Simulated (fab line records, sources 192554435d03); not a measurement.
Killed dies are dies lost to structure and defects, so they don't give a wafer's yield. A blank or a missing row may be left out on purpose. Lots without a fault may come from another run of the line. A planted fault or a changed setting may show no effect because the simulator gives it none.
Chamber matching | flow n5_finfet | N5_BEOL_M0_SAQP_SPACER1_ETCHBACK_99 on rie_diel-05: 4 sister chambers
The step etches SiO2 in CHF3/O2, target depth 15.4 nm, time 7.7 s. 8 wafers are shown with their chamber, then 8 later ones without.

WAFERS WITH THEIR CHAMBER
wafer  | chamber | drypump_motor_current_A (A) | rf_vpp_V (V)
L080.4 | 2       | 6.3                         | 535
L083.3 | 1       | 5.2                         | 534
L083.4 | 3       | 4.6                         | 524
L083.6 | 0       | 5.9                         | 506
L087.2 | 2       | 6.3                         | 535
L087.3 | 1       | 5.2                         | 534
L087.5 | 0       | 5.9                         | 508
L090.1 | 3       | 4.7                         | 526

WAFERS WITHOUT THEIR CHAMBER
wafer  | drypump_motor_current_A (A) | rf_vpp_V (V)
L090.5 | 5.9                         | 506
L090.6 | 4.7                         | 525
L093.1 | 4.7                         | 525
L093.3 | 5.2                         | 534
L093.5 | 4.7                         | 526
L096.2 | 6.3                         | 537
L096.4 | 4.7                         | 525
L096.6 | 5.8                         | 506

WHICH CHAMBER EACH WENT THROUGH
wafer  | from the rows above | in truth
L090.5 | 0                   | 0
L090.6 | 3                   | 3
L093.1 | 3                   | 3
L093.3 | 1                   | 1
L093.5 | 3                   | 3
L096.2 | 2                   | 2
L096.4 | 3                   | 3
L096.6 | 0                   | 0
Placed correctly: 8 of 8. Can't be placed from these rows: 0. Placed wrongly: 0.
How it was worked out, from the rows above alone: a wafer's distance from a chamber is the root of the sum, over the readings, of the square of ((its reading less the chamber's mean) divided by the reading's scatter). The wafer belongs to the nearest chamber; if the next one is less than 2 further off, it can't be placed. A chamber's mean is the mean of its shown wafers. The scatter: the root of (the sum of the squares of (reading less its chamber's mean) over the shown wafers, divided by (wafers less chambers)).
